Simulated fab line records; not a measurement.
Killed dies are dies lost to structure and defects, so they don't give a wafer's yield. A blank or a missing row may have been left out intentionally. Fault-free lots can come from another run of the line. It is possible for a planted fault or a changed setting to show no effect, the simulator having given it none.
A lot that was struck, set against a sound lot | flow n5_finfet | 33 out of 1938 route steps
Sound: the wafers L876.1, L876.2, L876.3. Wafers struck: L861.1, L861.2, L861.4. The cause is given at the end.
At each step with rows: each side's tool, then ch and its chambers, then its first start. Under that, the readings that differ: sound wafers | struck wafers | difference of the means | sigmas: that difference in standard deviations of wafers without a fault.
alike: readings whose means differ by less than 2 such deviations, and words and numbers that are the same on both sides. not compared: withheld readings, readings that some wafer has no value for, bounds like >300 that may hide the same value, and numbers for which the record gives no deviation and whose values overlap.
Wherever a step has rows on one side only, a row that says differs or no value, or a row with sigmas, the two part there. Non-overlapping numbers with no deviation appear without sigmas and do not part them. A reading missing from all wafers of one side parts the sides only when that side holds two or more wafers.

first, 10 steps without rows for these wafers: N5_BEOL_M4_ETCH_41 (etches SiCN in CH3F/O2, target depth 29.9 nm, time 52.5 s); N5_BEOL_M4_STRIP_97 (strips in N2/H2, time 10 s); N5_BEOL_M4_HM_STRIP_39 (strips TiN in peroxide tin strip, target depth 25 nm, time 158 s); N5_BEOL_M4_SRD_40 (time 30 s); N5_BEOL_M4_PRECLEAN_42 (cleans in residue remover, time 60 s); N5_BEOL_M4_SRD_43 (time 30 s); N5_BEOL_M4_DEGAS_44 (time 60 s); N5_BEOL_M4_PRE_CLEAN_45 (time 30 s); N5_BEOL_M4_ALD_84 (deposits TaN, pulse time 2 s, purge time 3 s, co reactant purge time 2 s); N5_BEOL_M4_SURFACE_TREAT_85.
N5_BEOL_M4_CVD_47: deposits Co from CCTBA/H2, target thk 3 nm, time 223.8 s.
  sound on cvd_co-01 ch 0,1,2, day 14 14:00; struck on cvd_co-02 ch 0,1,2, day 10 13:47
  no value came back on the struck wafers for chamber_pressure_Torr (Torr), run_length_s (s); on the sound wafers chamber_pressure_Torr (Torr) reads 29.97 30.06 29.92
then, 19 steps without rows for these wafers: N5_BEOL_M4_SPUTTER_48 (material Cu, target thk 4.5 nm, time 8.29 s); N5_BEOL_M4_ANNEAL_49 (time 240 s); N5_BEOL_M4_SPUTTER_79 (material Cu, target thk 4.5 nm, time 8.29 s); N5_BEOL_M4_ANNEAL_80 (time 240 s); N5_BEOL_M4_SPUTTER_81 (material Cu, target thk 4.5 nm, time 8.29 s); N5_BEOL_M4_ANNEAL_82 (time 240 s); N5_BEOL_M4_SPUTTER_86 (material Cu, target thk 4.5 nm, time 8.29 s); N5_BEOL_M4_ANNEAL_87 (time 240 s); N5_BEOL_M4_SPUTTER_88 (material Cu, target thk 4.5 nm, time 8.29 s); N5_BEOL_M4_ANNEAL_89 (time 240 s); N5_BEOL_M4_SPUTTER_90 (material Cu, target thk 4.5 nm, time 8.29 s); N5_BEOL_M4_ANNEAL_91 (time 240 s); N5_BEOL_M4_SPUTTER_92 (material Cu, target thk 4.5 nm, time 8.29 s); N5_BEOL_M4_ANNEAL_93 (time 240 s); N5_BEOL_M4_SPUTTER_94 (material Cu, target thk 4.5 nm, time 8.29 s); N5_BEOL_M4_ANNEAL_95 (time 240 s); N5_BEOL_M4_SPUTTER_96 (material Cu, target thk 4.5 nm, time 8.29 s); N5_BEOL_M4_ECD_50 (material Cu, target thk 300 nm); N5_BEOL_M4_ANNEAL_51 (time 90 s).
N5_BEOL_M4_CMP_52: polishes, stops on SiOC, t overpolish 6.8 s, target thk 40 nm.
  sound on cmp-04 ch 1,2,3, day 14 16:27; struck on cmp-02 ch 0,1,3, day 10 16:14
  reading                                | sound          | struck         | difference | sigmas
  barrier_field_endpoint_s (s)           | 24.9 24.7 24.8 | 20.5 21.2 20.7 | -4.0       | -7
  model.Cu_of_BEOL_M4_ECD_50.thk_nm (nm) | 38.2 38.2 38.4 | 43.8 45.4 44.6 | +6.3       |
  alike: clearing_platen_rpm, motor_current_A
N5_BEOL_M4_RC_MEAS_101:
  the record has rows for the sound wafers here (prober-02 ch 0, day 14 17:02) and none for the struck ones
-- a jump in the record: the struck wafers' starts before and after are 4 days apart (it breaks off in module BEOL_M4 and resumes in module PASSIVATION, where the first step shown is number 1936 of the route) --
N5_PASSIVATION_PROBE_49:
  only the struck wafers here have rows in the record (prober-01, day 15 03:32); the sound ones have none

WHERE THEY PART
Last at N5_PASSIVATION_PROBE_49 as far as this record goes, first at N5_BEOL_M4_CVD_47.

WHY: what the simulator had put in
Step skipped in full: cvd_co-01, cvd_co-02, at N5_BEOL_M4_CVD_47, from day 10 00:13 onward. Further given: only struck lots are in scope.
